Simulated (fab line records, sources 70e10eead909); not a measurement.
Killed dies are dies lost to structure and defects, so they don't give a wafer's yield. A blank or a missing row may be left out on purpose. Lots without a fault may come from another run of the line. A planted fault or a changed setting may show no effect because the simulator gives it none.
A struck lot beside a sound one | flow nand_harc | 14 steps out of a route of 1302
Sound: wafers L500.1, L500.4, L500.6. Struck: wafers L492.2, L492.4, L492.6. The cause comes at the end.
At each step with rows: each side's tool, then ch and its chambers, then its first start. Under that, the readings that differ: sound wafers | struck wafers | difference of the means | sigmas: that difference in standard deviations of wafers without a fault.
alike: readings whose means differ by less than 2 such deviations, and words and numbers that are the same on both sides. not compared: withheld readings, readings that some wafer has no value for, bounds like >300 that may hide the same value, and numbers for which the record gives no deviation and whose values overlap.
The two part at a step that has a row with sigmas, a row that says differs or no value, or rows on one side only. Numbers that don't overlap but have no deviation are shown without sigmas and don't part them. A reading that every wafer of one side lacks parts them only if that side has two wafers or more.

first, 9 steps without rows for these wafers: NHARC_A_STAIRCASE_DEHYDRATE_01 (time 120 s); NHARC_A_STAIRCASE_HMDS_02 (time 30 s); NHARC_A_STAIRCASE_COAT_03; NHARC_A_STAIRCASE_SOFTBAKE_04 (time 170 s); NHARC_A_STAIRCASE_EBR_05; NHARC_A_STAIRCASE_EXPOSE_06 (exposes mask STAIR); NHARC_A_STAIRCASE_PEB_07 (peb time 130 s); NHARC_A_STAIRCASE_DEVELOP_08 (time 140 s); NHARC_A_STAIRCASE_HARDBAKE_10 (time 140 s).
NHARC_A_STAIRCASE_DESCUM_11: chemistry O2, time 3 s.
  sound on rie_diel-13 ch 0,1,2, day 24 04:56; struck on rie_diel-13 ch 1,3, day 20 17:48
  alike: chamber_pressure_mTorr, drypump_motor_current_A, oes_product_au, rf_vpp_V, showerhead_plenum_p_Torr, throttle_valve_pct
  not compared: rf_hours_counter_h
NHARC_A_STAIRCASE_TRIM_12: chemistry O2, time 211.2 s.
  sound on rie_diel-13 ch 0,2, day 24 05:01; struck on rie_diel-13 ch 0,3, day 20 17:56
  alike: chamber_pressure_mTorr, drypump_motor_current_A, oes_product_au, rf_vpp_V, showerhead_plenum_p_Torr, throttle_valve_pct
  not compared: rf_hours_counter_h
NHARC_A_STAIRCASE_ETCH_13: etches the open film in C4F8/O2, target depth 100 nm, time 40.5 s.
  sound on rie_diel-13 ch 0,1,2, day 24 05:10; struck on rie_diel-13 ch 0,2,3, day 20 18:05
  reading               | sound             | struck            | difference | sigmas
  oes_product_au (a.u.) | 0.953 0.961 0.957 | 0.721 0.702 0.706 | -0.247     | -15
  rf_fwd_power_W (W)    | 585.5 593.9 591.0 | 345.3 353.4 352.8 | -239.6     | -86
  alike: chamber_pressure_mTorr, rf_vpp_V
  not compared: rf_hours_counter_h
NHARC_A_STAIRCASE_TRIM_14: chemistry O2, time 211.2 s.
  sound on rie_diel-13 ch 0,1,3; struck on rie_diel-13 ch 1,3
  alike: chamber_pressure_mTorr, drypump_motor_current_A, oes_product_au, rf_vpp_V, showerhead_plenum_p_Torr, throttle_valve_pct
  not compared: rf_hours_counter_h
-- the record jumps here: 9 days lie between the struck wafers' starts before and after (it left off in module A_STAIRCASE and takes up again in module END, whose first step shown is number 1302 of the route) --
NHARC_END_SORT_01:
  the record has rows for the struck wafers here (prober-02 ch 0, day 29 18:21) and none for the sound ones

WHERE THEY PART
First at NHARC_A_STAIRCASE_ETCH_13; last, within this record, at NHARC_END_SORT_01.

WHY: what the simulator had put in
Process parameter drift: rie_diel-13, from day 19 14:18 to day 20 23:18, at NHARC_A_STAIRCASE_ETCH_13. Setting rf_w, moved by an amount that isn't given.
